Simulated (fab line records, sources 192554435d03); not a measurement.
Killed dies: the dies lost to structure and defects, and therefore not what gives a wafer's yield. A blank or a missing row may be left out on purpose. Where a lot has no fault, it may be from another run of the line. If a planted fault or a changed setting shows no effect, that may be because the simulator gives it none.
Split-lot study    flow n5Finfet    on a route of 1938 steps: 7 lots, 39 wafers read

== THE SPLIT ==
At N5_DUMMY_GATE_ETCH_37 (etches SOC in N2/H2, target depth 60 nm, overetch 30 nm), the setting sourceW was moved away from the recipe's 840 W on 15 of the 39 wafers read, by -16.9% to +9.5%. For the rest of the wafers, this setting stayed at what the recipe calls for.

The reading is taken at the split's own step.

== THE READING ==
rfVppV, in V, at N5_DUMMY_GATE_ETCH_37 (etches SOC in N2/H2, target depth 60 nm, overetch 30 nm). Fault-free wafers of this fab line usually give 524.4 V, standard deviation 2.9 V.

wafer   tool, chamber at the split  sourceW as run, W  against the recipe  rfVppV, V  against lot-mates on the recipe
L074.1  rieDiel-03, 1               840                recipe              525.5      -
L074.2  rieDiel-03, 3               782.2              -6.9%               533.9      +8.3
L074.3  rieDiel-03, 0               782.2              -6.9%               534.0      +8.4
L074.4  rieDiel-03, 2               782.2              -6.9%               539.9      +14.3
L074.5  rieDiel-03, 3               840                recipe              523.5      -
L074.6  rieDiel-03, 2               840                recipe              527.8      -
L076.1  rieDiel-03, 2               919.6              +9.5%               511.9      -11.6
L076.2  rieDiel-03, 3               919.6              +9.5%               507.9      -15.6
L076.3  rieDiel-03, 1               919.6              +9.5%               509.6      -13.9
L076.4  rieDiel-03, 0               840                recipe              520.7      -
L076.5  rieDiel-03, 2               840                recipe              527.7      -
L076.6  rieDiel-03, 3               840                recipe              522.0      -
L078.1  rieDiel-01, 3               840                recipe              526.7      -
L078.2  rieDiel-01, 2               840                recipe              523.2      -
L078.3  rieDiel-01, 0               840                recipe              529.5      -
L078.4  rieDiel-01, 2               840                recipe              522.3      -
L078.5  rieDiel-01, 3               840                recipe              524.4      -
L078.6  rieDiel-01, 0               840                recipe              528.7      -
L081.1  rieDiel-04, 3               697.8              -16.9%              553.3      +29.2
L081.2  rieDiel-04, 2               840                recipe              524.5      -
L081.3  rieDiel-04, 0               840                recipe              525.8      -
L081.4  rieDiel-04, 1               840                recipe              522.1      -
L081.5  rieDiel-04, 2               697.8              -16.9%              559.8      +35.7
L081.6  rieDiel-04, 3               697.8              -16.9%              553.8      +29.7
L094.1  rieDiel-04, 1               840                recipe              522.1      -
L094.2  rieDiel-04, 0               798.6              -4.9%               533.6      +10.7
L094.3  rieDiel-04, 2               798.6              -4.9%               531.9      +9.0
L094.4  rieDiel-04, 3               798.6              -4.9%               530.8      +7.9
L094.5  rieDiel-04, 1               840                recipe              521.5      -
L094.6  rieDiel-04, 0               840                recipe              525.2      -
L095.1  rieDiel-03, 0               699                -16.8%              552.3      +27.9
L095.2  rieDiel-03, 3               699                -16.8%              554.2      +29.8
L095.3  rieDiel-03, 1               840                recipe              524.8      -
L095.4  rieDiel-03, 2               840                recipe              527.1      -
L095.5  rieDiel-03, 0               699                -16.8%              553.3      +28.9
L095.6  rieDiel-03, 3               840                recipe              521.4      -
L096.2  rieDiel-04, 2               840                recipe              525.6      -
L096.4  rieDiel-04, 0               840                recipe              526.6      -
L096.5  rieDiel-04, 1               840                recipe              521.1      -

FIT RESULTS
A straight line over all 39 wafers: rfVppV changes by -1.72 V for each +1% of sourceW; r = -0.98; the points scatter about the line by 2.5 V.
The same after taking each lot's own level away (the mean of its wafers on the recipe; 39 wafers): -1.71 V for each +1%; r = -0.98; scatter 2.5 V.
The reading moves by 29 V for the largest change in sourceW, on that fit.
Measured against the standard deviation above, the lots' own levels, which go from 522.93 to 525.80 V, span 1.0 times it.
So the lot-to-lot level changes the slope little: the two slopes agree.
Check: with one of the wafers moved furthest among these (-16.9%) left out of the fit, the line predicts +29.4 V for it against its lot-mates. It came out at +29.2 V against them.
Tool readings at the split's step, against how far the setting was moved: rfVppV r = -0.98.

== THESE WAFERS: OTHER SPLITS ==
These wafers also went through other splits before the reading. Each is held against what the fit with the lots' levels taken away leaves over:
other split on the same wafers        wafers away from the commonest value  r with rfVppV (lot level and that fit taken away)
N5_PMOS_HMC_CHANNEL_EPI_EPI_20 tempC  9                                     -0.01
N5_FIN_SAQP_ALD_61 aldCycles          15                                    +0.01

== THE WHOLE CHAIN: every reading that the file lists as answering this split, in the file's order ==
step                   what it does                                             reading                                                                             change (the file's fit)               r (the file's)
N5_DUMMY_GATE_ETCH_37  etches SOC in N2/H2, target depth 60 nm, overetch 30 nm  rfVppV                                                                              -1.73 V for each +1% of the setting   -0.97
N5_DUMMY_GATE_ETCH_37  etches SOC in N2/H2, target depth 60 nm, overetch 30 nm  SiARC_of_DUMMY_GATE_COAT_35.thkNm (the simulator's own value, which no gauge read)  -0.03 nm for each +1% of the setting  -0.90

== FILE'S OWN FIT ==
rfVppV changes by -1.73 V for each +1% of sourceW, r = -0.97.
